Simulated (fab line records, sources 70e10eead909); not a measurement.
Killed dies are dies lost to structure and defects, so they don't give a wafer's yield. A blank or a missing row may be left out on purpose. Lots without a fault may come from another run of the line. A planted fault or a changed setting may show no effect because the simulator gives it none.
A struck lot beside a sound one | flow nand_harc | 40 steps out of a route of 1302
Sound: wafers L942.2, L942.3, L942.4. Struck: wafers L953.3, L953.4, L953.5. The cause comes at the end.
At each step with rows: each side's tool, then ch and its chambers, then its first start. Under that, the readings that differ: sound wafers | struck wafers | difference of the means | sigmas: that difference in standard deviations of wafers without a fault.
alike: readings whose means differ by less than 2 such deviations, and words and numbers that are the same on both sides. not compared: withheld readings, readings that some wafer has no value for, bounds like >300 that may hide the same value, and numbers for which the record gives no deviation and whose values overlap.
The two part at a step that has a row with sigmas, a row that says differs or no value, or rows on one side only. Numbers that don't overlap but have no deviation are shown without sigmas and don't part them. A reading that every wafer of one side lacks parts them only if that side has two wafers or more.

first, 2 steps without rows for these wafers: NHARC_A_DECK1_JOINT_ANNEAL_28 (time 1800 s); NHARC_A_DECK1_JOINT_ANNEAL_29 (time 1800 s).
NHARC_A_DECK1_JOINT_CMP_02: polishes SiOx.
  sound on cmp-03 ch 0,1,3, day 15 11:20; struck on cmp-04 ch 2,3, day 19 22:15
  alike: motor_current_A
then, 1 step without rows for these wafers: NHARC_A_DECK1_JOINT_SRD_15.
NHARC_A_DECK1_JOINT_DEP_16: deposits SiO2, target thk 45 nm.
  sound on pecvd-02 ch 0,2, day 15 11:42; struck on pecvd-02 ch 0,1, day 19 22:42
  alike: flow_sccm, heater_power_w, rf_fwd_power_W, throttle_valve_pct
NHARC_A_DECK1_JOINT_THK_MEAS_17: measures by ellipsometry.
  sound on film_metro-02, day 15 11:59; struck on film_metro-02, day 19 22:55
  alike: thk_nm
NHARC_A_DECK1_JOINT_INSPECT_05:
  sound on defect_inspect-02, day 15 12:01; struck on defect_inspect-01, day 19 22:58
  alike: raw_defect_count
then, 1 step without rows for these wafers: NHARC_A_ONON_D2_DEP_00 (target thk 1000 nm).
NHARC_A_ONON_D2_THK_MEAS_02: measures by ellipsometry.
  sound on film_metro-01, day 15 12:38; struck on film_metro-02, day 19 23:38
  reading     | sound       | struck         | difference | sigmas
  thk_nm (nm) | 997 995 996 | 1028 1025 1026 | +30        | +3
then, 1 step without rows for these wafers: NHARC_A_ONON_D2_DEP_03 (target thk 1000 nm).
NHARC_A_ONON_D2_THK_MEAS_05: measures by ellipsometry.
  sound on film_metro-01, day 15 13:13; struck on film_metro-01, day 20 00:21
  alike: thk_nm
NHARC_A_ONON_D2_DEP_06: target thk 1000 nm.
  sound on pecvd_onon-04 ch 0, day 15 13:19; struck on pecvd_onon-04 ch 0, day 20 00:31
NHARC_A_ONON_D2_THK_MEAS_08: measures by ellipsometry.
  sound on film_metro-01, day 15 13:46; struck on film_metro-01, day 20 00:55
  alike: thk_nm
then, 1 step without rows for these wafers: NHARC_A_ONON_D2_DEP_09 (target thk 1000 nm).
NHARC_A_ONON_D2_THK_MEAS_11: measures by ellipsometry.
  sound on film_metro-02, day 15 14:21; struck on film_metro-02, day 20 01:38
  alike: thk_nm
then, 1 step without rows for these wafers: NHARC_A_ONON_D2_DEP_12 (target thk 1000 nm).
NHARC_A_ONON_D2_THK_MEAS_14: measures by ellipsometry.
  sound on film_metro-02, day 15 14:55; struck on film_metro-01, day 20 02:11
  alike: thk_nm
then, 2 steps without rows for these wafers: NHARC_A_ONON_D2_ANNEAL_15 (time 3600 s); NHARC_A_ONON_D2_DEP_16 (target thk 1000 nm).
NHARC_A_ONON_D2_THK_MEAS_18: measures by ellipsometry.
  sound on film_metro-02, day 16 01:59; struck on film_metro-01, day 20 09:34
  alike: thk_nm
then, 1 step without rows for these wafers: NHARC_A_ONON_D2_DEP_19 (target thk 1000 nm).
NHARC_A_ONON_D2_THK_MEAS_21: measures by ellipsometry.
  sound on film_metro-02, day 16 02:34; struck on film_metro-01, day 20 10:08
  reading     | sound       | struck         | difference | sigmas
  thk_nm (nm) | 990 993 992 | 1012 1013 1014 | +21        | +2
then, 1 step without rows for these wafers: NHARC_A_ONON_D2_DEP_22 (target thk 1000 nm).
NHARC_A_ONON_D2_THK_MEAS_24: measures by ellipsometry.
  sound on film_metro-02, day 16 03:07; struck on film_metro-02, day 20 10:42
  reading     | sound       | struck         | difference | sigmas
  thk_nm (nm) | 983 984 983 | 1007 1006 1007 | +23        | +3
then, 1 step without rows for these wafers: NHARC_A_ONON_D2_DEP_25 (target thk 1000 nm).
NHARC_A_ONON_D2_THK_MEAS_27: measures by ellipsometry.
  sound on film_metro-01, day 16 03:41; struck on film_metro-02, day 20 11:16
  alike: thk_nm
then, 1 step without rows for these wafers: NHARC_A_ONON_D2_DEP_28 (target thk 1000 nm).
NHARC_A_ONON_D2_THK_MEAS_30: measures by ellipsometry.
  sound on film_metro-02, day 16 04:16; struck on film_metro-02, day 20 11:50
  alike: thk_nm
NHARC_A_ONON_D2_DEP_33: deposits SiO2, target thk 200 nm.
  sound on pecvd-02 ch 0,1,2, day 16 04:19; struck on pecvd-04 ch 0,2, day 20 11:54
  alike: flow_sccm, heater_power_w, rf_fwd_power_W, throttle_valve_pct
NHARC_A_ONON_D2_THK_MEAS_34: measures by ellipsometry.
  sound on film_metro-02, day 16 04:45; struck on film_metro-02, day 20 12:19
  alike: thk_nm
NHARC_A_CHANNEL_HOLE_D2_DEP_00: deposits aC, target thk 3100 nm.
  sound on acl_dep-03 ch 0, day 16 05:39; struck on acl_dep-01 ch 0, day 20 13:51
  alike: throttle_valve_pct
NHARC_A_CHANNEL_HOLE_D2_DEP_01: deposits SiON, target thk 140 nm.
  sound on pecvd-04 ch 0,1, day 16 07:17; struck on pecvd-03 ch 0,1, day 20 15:14
  alike: heater_power_w, rf_fwd_power_W
then, 7 steps without rows for these wafers: NHARC_A_CHANNEL_HOLE_D2_DEHYDRATE_02 (time 120 s); NHARC_A_CHANNEL_HOLE_D2_HMDS_03 (time 30 s); NHARC_A_CHANNEL_HOLE_D2_COAT_36 (time 75 s); NHARC_A_CHANNEL_HOLE_D2_COAT_37 (time 65 s); NHARC_A_CHANNEL_HOLE_D2_COAT_04 (resist thk 90 nm); NHARC_A_CHANNEL_HOLE_D2_SOFTBAKE_05 (time 55 s); NHARC_A_CHANNEL_HOLE_D2_EBR_06.
-- the record jumps here: 11 days lie between the struck wafers' starts before and after (it left off in module A_CHANNEL_HOLE_D2 and takes up again in module END, whose first step shown is number 1302 of the route) --
NHARC_END_SORT_01:
  the record has rows for the struck wafers here (prober-01 ch 0, day 31 22:56) and none for the sound ones

WHERE THEY PART
First at NHARC_A_ONON_D2_THK_MEAS_02; last, within this record, at NHARC_END_SORT_01.

WHY: what the simulator had put in
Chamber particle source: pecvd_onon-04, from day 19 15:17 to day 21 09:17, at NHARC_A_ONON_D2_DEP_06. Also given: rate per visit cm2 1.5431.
